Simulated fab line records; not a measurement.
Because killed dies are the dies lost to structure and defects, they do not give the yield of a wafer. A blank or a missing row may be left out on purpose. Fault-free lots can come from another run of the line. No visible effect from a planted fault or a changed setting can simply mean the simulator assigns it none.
One fault through the eyes of 3 desks -- flow n5_finfet -- each desk has only its own numbers; what lay behind them comes last

THE DEFECT DESK
Inspection counts along the route, by lot: the mean over sampled wafers that carry a number. A lot is out of limits, marked OUT, if its mean lies more than 4 standard deviations from the usual mean; the brackets give that distance.
Columns: A = raw_defect_count at N5_MOL_CONTACT_COAG_INSPECT_10, usual 65
lot,first seen here,A
L298,day 5 10:12,46
L301,day 6 06:08,41
L311,day 8 12:25,80
L316,day 9 14:43,61
L317,day 9 21:07,59
L318,day 10 06:45,41
L319,day 10 10:10,43
This desk found nothing out of limits on any of the 7 lots.

DESK OF THE TOOL OWNER: rie_diel-01
The tool's own readings at N5_MOL_CONTACT_COAG_ETCH_110 (etches Si in CF4/O2, target depth 2.5 nm, time 8 s): means of the sampled wafers that have a number, for each lot that ran on this tool. A lot is out of limits, marked OUT, if its mean lies more than 4 standard deviations from the usual mean; the brackets give that distance.
Columns: A = bias_w at N5_MOL_CONTACT_COAG_ETCH_110, usual 11.99 W; B = drypump_motor_current_A at N5_MOL_CONTACT_COAG_ETCH_110, usual 5.6 A; C = oes_product_au at N5_MOL_CONTACT_COAG_ETCH_110, usual 0.79 a.u.; D = rf_vpp_V at N5_MOL_CONTACT_COAG_ETCH_110, usual 126.3 V; E = showerhead_plenum_p_Torr at N5_MOL_CONTACT_COAG_ETCH_110, usual 2.23 Torr; F = throttle_valve_pct at N5_MOL_CONTACT_COAG_ETCH_110, usual 10.77 %
lot,first seen here,A,B,C,D,E,F
L298,day 5 10:31,12.01,5.2,0.71,126.7,2.23,10.99
L301,day 6 06:26,11.99,5.3,0.88,126.0,2.25,10.68
L311,day 8 12:43,12.00,5.2,0.74,127.3,2.20,10.55
L316,day 9 15:02,12.02,5.2,0.76,126.3,2.20,10.57
L317,day 9 21:26,11.98,5.7,0.76,125.7,2.24,10.61
This desk found nothing out of limits on any of the 5 lots.

METROLOGY DESK
What the gauges read, lot by lot, whatever tool the lot ran on: means of the sampled wafers that have a number. A lot is out of limits, marked OUT, if its mean lies more than 4 standard deviations from the usual mean; the brackets give that distance. 7 of its 12 readings are shown, namely those furthest out on some lot.
Columns: A = CA_OVL at N5_MOL_CONTACT_COAG_OVL_MEAS_09, usual 0.6 nm; B = DIBL_N at N5_BEOL_M4_RC_MEAS_101, usual 36.4 mV/V; C = DIBL_P at N5_BEOL_M4_RC_MEAS_101, usual 36.6 mV/V; D = IOFF_P at N5_BEOL_M4_RC_MEAS_101, usual 0.211 nA/um; E = ION_N at N5_BEOL_M4_RC_MEAS_101, usual 671 uA/um; F = VT_N at N5_BEOL_M4_RC_MEAS_101, usual 250.1 mV; G = VT_P at N5_BEOL_M4_RC_MEAS_101, usual -250.1 mV
lot,first seen here,A,B,C,D,E,F,G
L298,day 5 10:07,0.5,35.3,36.1,0.217,667,250.6,-247.7
L301,day 6 06:03,0.6,34.0,34.2,0.209,659,253.8,-249.1
L311,day 8 12:19,1.0,37.6,37.9,0.241,684,247.1,-249.2
L316,day 9 14:38,1.2,36.2,37.3,0.203,670,250.2,-249.4
L317,day 9 21:02,0.3,38.4,39.7,0.243,673,249.9,-247.1
L318,day 10 06:40,0.2,34.3,34.6,0.182,669,251.7,-252.3
L319,day 10 10:04,1.6,36.1,36.2,0.160,676,250.5,-256.7
This desk found nothing out of limits on any of the 7 lots.

PUT TOGETHER
Nothing the defect desk looked at was out of limits.
Nothing out of limits was seen by the tool owner's desk.
From the metrology desk's view, nothing was out of limits.

WHAT HAD BEEN PUT IN BY THE SIMULATOR
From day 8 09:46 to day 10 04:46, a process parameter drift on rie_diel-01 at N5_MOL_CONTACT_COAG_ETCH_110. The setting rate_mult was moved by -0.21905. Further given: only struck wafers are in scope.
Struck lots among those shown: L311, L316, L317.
